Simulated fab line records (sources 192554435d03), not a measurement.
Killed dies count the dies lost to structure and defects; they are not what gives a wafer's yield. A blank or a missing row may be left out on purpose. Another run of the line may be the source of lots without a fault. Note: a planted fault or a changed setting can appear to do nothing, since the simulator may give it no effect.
Matching of chambers ; flow n5Finfet ; N5_BEOL_M0_SAQP_MANDREL_ETCH_20 on rieSi-04 has 4 sister chambers
The step etches a-Si in HBr/Cl2, stops on SiNx, target depth 60 nm, bt time 10 s, time 30 s. 14 wafers are shown with their chamber, then 7 later ones without.

== WAFERS, EACH WITH ITS CHAMBER ==
wafer;chamber;drypumpMotorCurrentA (A);oesProductAu (a.u.)
L079.2;0;5.3;0.768
L079.3;3;5.9;0.778
L079.5;0;5.2;0.769
L081.1;0;5.2;0.773
L081.4;1;5.1;0.774
L081.6;1;5.1;0.770
L084.3;1;5.1;0.758
L084.4;2;6.1;0.776
L084.6;0;5.3;0.757
L087.1;2;6.1;0.792
L087.4;1;5.1;0.778
L087.5;2;6.2;0.792
L089.2;1;5.1;0.764
L089.3;0;5.3;0.767

SIGNATURES (means of the wafers above)
reading;chamber 0;chamber 1;chamber 2;chamber 3;scatter within a chamber
drypumpMotorCurrentA;5.260;5.100;6.133;5.900;0.0432
oesProductAu;0.76680;0.76880;0.78667;0.77800;0.00751
Rule: for each reading, subtract the chamber's mean from the wafer's reading, divide by that reading's scatter and square the result; add these up over the readings and take the root, which gives the wafer's distance from the chamber. If the next closest chamber is less than 2 further off than the closest, the wafer can't be placed; otherwise it belongs to the closest. The scatter is the square root of a quotient: the sum, over the shown wafers, of each reading's squared deviation from its chamber's mean, divided by wafers minus chambers.

== WAFERS MISSING THEIR CHAMBER ==
wafer;drypumpMotorCurrentA (A);oesProductAu (a.u.)
L089.5;6.1;0.793
L091.1;5.2;0.761
L091.4;6.2;0.784
L091.6;5.3;0.757
L094.3;5.1;0.766
L094.5;6.1;0.796
L094.6;5.9;0.777

== CHAMBER TAKEN BY EACH ==
wafer;from the rows above;in truth
L089.5;2;2
L091.1;can't be placed: 0 or 1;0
L091.4;2;2
L091.6;0;0
L094.3;1;1
L094.5;2;2
L094.6;3;3
Placed correctly: 6 of 7. These rows do not allow placing 1 (true chamber among the candidates in 1). Number placed wrongly: 0.
